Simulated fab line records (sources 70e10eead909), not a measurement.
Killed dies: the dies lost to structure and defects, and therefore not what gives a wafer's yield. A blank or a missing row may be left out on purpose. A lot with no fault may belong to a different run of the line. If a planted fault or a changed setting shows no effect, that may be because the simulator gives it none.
Which tool was responsible?	flow nandHarc	6 lots, 18 wafers sampled, at 5 steps of a route of 1159

WHAT THE GAUGES SHOWED, per wafer
NHARC_END_SORT_01.
lot	measured	on	sort_bin_2_pct (%)

TOOL THAT RAN EACH LOT (tool first, then ch and the chambers of the sampled wafers, then the start)
lot	NHARC_THIN_TSV_ETCH_15	NHARC_THIN_TSV_PRE_CLEAN_50	NHARC_THIN_TSV_PRE_CLEAN_54	NHARC_THIN_TSV_ETCH_59
L909	rieSi-04 ch 0,1,3, day 19 01:49	pvdSputter-02, day 19 05:51 or earlier	pvdSputter-02, day 19 05:51	rieMetal-01 ch 0,1, day 19 07:12
L911	rieSi-06 ch 0,2,3, day 19 07:29	pvdSputter-01, day 19 11:40 or earlier	pvdSputter-01, day 19 11:40	rieMetal-01 ch 0,1, day 19 13:01
L915	rieSi-04 ch 0,2,3, day 20 14:36	pvdSputter-03, day 20 18:40 or earlier	pvdSputter-03, day 20 18:40	rieMetal-03 ch 0,1, day 20 20:04
L921	rieSi-06 ch 0,2, day 21 17:14	pvdSputter-02, day 21 21:35 or earlier	pvdSputter-01, day 21 21:35	rieMetal-01 ch 0,1, day 21 22:57
L927	rieSi-02 ch 0,3, day 23 05:52	pvdSputter-02, day 23 09:57 or earlier	pvdSputter-02, day 23 09:57	rieMetal-02 ch 0,1, day 23 11:24
L931	rieSi-04 ch 0,3, day 24 18:26	pvdSputter-01, day 24 22:44 or earlier	pvdSputter-01, day 24 22:44	rieMetal-01 ch 0,1, day 24 23:58
- NHARC_THIN_TSV_ETCH_15: target depth 3000 nm, bosch target overetch cycles 2, bosch etch step 2.8 s.
- NHARC_THIN_TSV_PRE_CLEAN_50: time 30 s.
- NHARC_THIN_TSV_PRE_CLEAN_54: time 30 s.
- NHARC_THIN_TSV_ETCH_59: etches the open film in Cl2/BCl3, target depth 880 nm, time 138.1 s.

THE ANSWER, worked out from the rows above alone
Rule: what is usual is taken from the lots themselves. Put in order of their means at a reading, lots are off if they are a third of the lots or fewer, leave a main group of 4 or more, and stand apart from it by a gap of 3 or more times the standard deviation of the main group's means; of several such gaps the widest counts. A main group is skipped when, at the precision printed for the reading in the tables above, its means are all equal. A lot without any number at a reading at which 4 lots or more have one is off too. Where the step has rows for the other lots, those lots are counted as sound.
Nothing can be told from this: no lot is off at any reading shown.

WHAT WAS PUT IN BY THE SIMULATOR
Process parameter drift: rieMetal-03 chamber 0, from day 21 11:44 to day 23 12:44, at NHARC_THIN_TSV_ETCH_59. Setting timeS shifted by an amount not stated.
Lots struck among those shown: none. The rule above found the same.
